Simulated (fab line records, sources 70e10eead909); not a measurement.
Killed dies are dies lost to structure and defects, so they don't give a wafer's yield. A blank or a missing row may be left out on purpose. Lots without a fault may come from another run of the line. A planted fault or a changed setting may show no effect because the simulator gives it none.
Chamber matching | flow nand_harc | NHARC_A_STAIRCASE_ALD_415 on ald_hk-02: 4 sister chambers
The step deposits SiO2, target thk 30 nm, pulse time 6 s, ald cycles 300. 30 wafers are shown with their chamber, then 12 later ones without.

WAFERS WITH THEIR CHAMBER
wafer  | chamber | heater_power_w (W) | precursor_pulse_height_rel
L074.2 | 1       | 507                | 0.971
L074.5 | 2       | 382                | 0.994
L074.6 | 3       | 492                | 0.976
L077.2 | 0       | 562                | 0.972
L077.3 | 2       | 387                | 1.009
L077.5 | 0       | 551                | 1.038
L079.1 | 3       | 508                | 1.013
L079.3 | 2       | 379                | 0.992
L079.4 | 1       | 503                | 1.012
L079.2 | 0       | 555                | 0.972
L079.5 | 2       | 375                | 0.965
L079.6 | 3       | 504                | 1.006
L083.1 | 2       | 376                | 1.008
L083.5 | 3       | 491                | 1.009
L083.6 | 2       | 387                | 0.992
L086.1 | 1       | 504                | 0.985
L086.3 | 3       | 493                | 1.078
L086.4 | 2       | 383                | 0.943
L088.1 | 2       | 371                | 1.018
L088.2 | 0       | 556                | 0.983
L088.5 | 3       | 484                | 0.999
L088.3 | 1       | 494                | 1.005
L088.4 | 3       | 478                | 0.992
L088.6 | 2       | 363                | 0.999
L089.4 | 3       | 477                | 0.984
L089.5 | 1       | 481                | 1.031
L089.6 | 2       | 372                | 0.966
L090.1 | 0       | 533                | 1.014
L090.4 | 1       | 501                | 0.987
L090.5 | 2       | 384                | 1.006

SIGNATURES (means of the wafers above)
reading                    | chamber 0 | chamber 1 | chamber 2 | chamber 3 | scatter within a chamber
heater_power_w             | 551.40    | 498.33    | 378.09    | 490.88    | 9.57
precursor_pulse_height_rel | 0.99580   | 0.99850   | 0.99018   | 1.00713   | 0.0262
Rule: a wafer's distance from a chamber is the root of the sum, over the readings, of the square of ((its reading less the chamber's mean) divided by the reading's scatter). The wafer belongs to the nearest chamber; if the next one is less than 2 further off, it can't be placed. The scatter: the root of (the sum of the squares of (reading less its chamber's mean) over the shown wafers, divided by (wafers less chambers)).

WAFERS WITHOUT THEIR CHAMBER
wafer  | heater_power_w (W) | precursor_pulse_height_rel
L092.1 | 371                | 0.999
L092.2 | 559                | 0.968
L092.6 | 488                | 0.983
L092.3 | 489                | 0.978
L092.4 | 473                | 1.021
L092.5 | 549                | 1.010
L095.2 | 475                | 1.015
L095.3 | 486                | 1.013
L095.6 | 472                | 1.012
L095.1 | 367                | 0.997
L095.4 | 542                | 0.991
L095.5 | 535                | 1.007

WHICH CHAMBER EACH WENT THROUGH
wafer  | from the rows above     | in truth
L092.1 | 2                       | 2
L092.2 | 0                       | 0
L092.6 | can't be placed: 3 or 1 | 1
L092.3 | can't be placed: 3 or 1 | 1
L092.4 | can't be placed: 3 or 1 | 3
L092.5 | 0                       | 0
L095.2 | can't be placed: 3 or 1 | 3
L095.3 | can't be placed: 3 or 1 | 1
L095.6 | can't be placed: 3 or 1 | 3
L095.1 | 2                       | 2
L095.4 | 0                       | 0
L095.5 | 0                       | 0
Placed correctly: 6 of 12. Can't be placed from these rows: 6 (the true chamber is among the candidates in 6). Placed wrongly: 0.
